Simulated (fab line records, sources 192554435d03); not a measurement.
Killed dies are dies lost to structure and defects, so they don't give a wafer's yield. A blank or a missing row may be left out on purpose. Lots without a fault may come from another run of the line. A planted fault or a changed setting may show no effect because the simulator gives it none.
One fault seen from 3 desks | flow n5_finfet | each desk has only its own numbers; what lay behind them comes last

THE METROLOGY DESK
What the gauges read, lot by lot, whatever tool the lot ran on: means of the sampled wafers that have a number. A lot is out of limits, marked OUT, if its mean lies more than 4 standard deviations from the usual mean; the brackets give that distance. Of its 10 readings 7 are shown: those that lie furthest out on some lot.
Columns: A = DIBL_N at N5_BEOL_M4_RC_MEAS_101, usual 36.4 mV/V; B = DIBL_P at N5_BEOL_M4_RC_MEAS_101, usual 36.4 mV/V; C = IOFF_N at N5_BEOL_M4_RC_MEAS_101, usual 0.164 nA/um; D = ION_N at N5_BEOL_M4_RC_MEAS_101, usual 675 uA/um; E = ION_P at N5_BEOL_M4_RC_MEAS_101, usual 463 uA/um; F = SS_N at N5_BEOL_M4_RC_MEAS_101, usual 71.5 mV/dec; G = VT_N at N5_BEOL_M4_RC_MEAS_101, usual 249.2 mV
lot  | first seen here | A    | B    | C     | D   | E   | F    | G
L769 | day 8 11:58     | 36.0 | 37.2 | 0.170 | 685 | 469 | 72.0 | 249.6
L772 | day 9 03:22     | 38.5 | 35.9 | 0.188 | 688 | 465 | 71.9 | 247.8
L774 | day 9 22:34     | 37.8 | 37.8 | 0.188 | 686 | 466 | 71.7 | 247.1
L783 | day 12 06:06    | 35.4 | 35.2 | 0.159 | 681 | 468 | 70.5 | 248.5
This desk's finding: nothing out of limits on any of the 4 lots.

THE DEFECT DESK
What the inspections along the route counted, lot by lot: means of the sampled wafers that have a number. A lot is out of limits, marked OUT, if its mean lies more than 4 standard deviations from the usual mean; the brackets give that distance.
Columns: A = raw_defect_count at N5_FIN_SAQP_INSPECT_40, usual 232; B = raw_defect_count at N5_FIN_CUT_INSPECT_10, usual 42; C = raw_defect_count at N5_FIN_CUT_INSPECT_17, usual 233
lot  | first seen here | A   | B              | C
L769 | day 2 16:25     | 185 | 37             | 216
L772 | day 3 09:19     | 321 | 149 (+8.9) OUT | 343
L774 | day 3 21:43     | 450 | 252 (+17) OUT  | 428
L783 | day 6 02:44     | 233 | 39             | 207
This desk's finding: out of limits on L772, L774; first on L772, day 3 09:42 (raw_defect_count at N5_FIN_CUT_INSPECT_10). In limits: L769, L783.

THE TOOL OWNER'S DESK: rie_si-01
The tool's own readings at N5_FIN_SAQP_MANDREL_ETCH_22 (etches a-Si in HBr/Cl2, stops on SiNx, target depth 60 nm, bt time 10 s, time 30 s): means of the sampled wafers that have a number, for each lot that ran on this tool. A lot is out of limits, marked OUT, if its mean lies more than 4 standard deviations from the usual mean; the brackets give that distance.
Columns: A = drypump_motor_current_A at N5_FIN_SAQP_MANDREL_ETCH_22, usual 5.7 A; B = oes_product_au at N5_FIN_SAQP_MANDREL_ETCH_22, usual 0.771 a.u.; C = throttle_valve_pct at N5_FIN_SAQP_MANDREL_ETCH_22, usual 35.4 %
lot  | first seen here | A   | B     | C
L769 | day 2 10:40     | 5.3 | 0.781 | 35.5
L772 | day 3 04:33     | 5.4 | 0.784 | 35.3
L774 | day 3 17:25     | 5.3 | 0.789 | 35.4
This desk's finding: nothing out of limits on any of the 3 lots.

PUT TOGETHER
The defect desk could have raised an alarm at day 3 09:42, on L772, L774.
The metrology desk saw nothing out of limits.
The tool owner's desk saw nothing out of limits.
The metrology desk has L772, L774 on record, within its limits.
The tool owner's desk has L772, L774 on record, within its limits.
Of the lots named, all ran N5_FIN_SAQP_MANDREL_ETCH_22 on rie_si-01.

WHAT THE SIMULATOR HAD PUT IN
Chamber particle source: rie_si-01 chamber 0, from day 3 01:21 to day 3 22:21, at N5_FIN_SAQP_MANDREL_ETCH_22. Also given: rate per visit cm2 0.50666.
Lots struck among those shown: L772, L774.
Hours from the fault's start to each desk's first reading out of limits: the defect desk, 8.
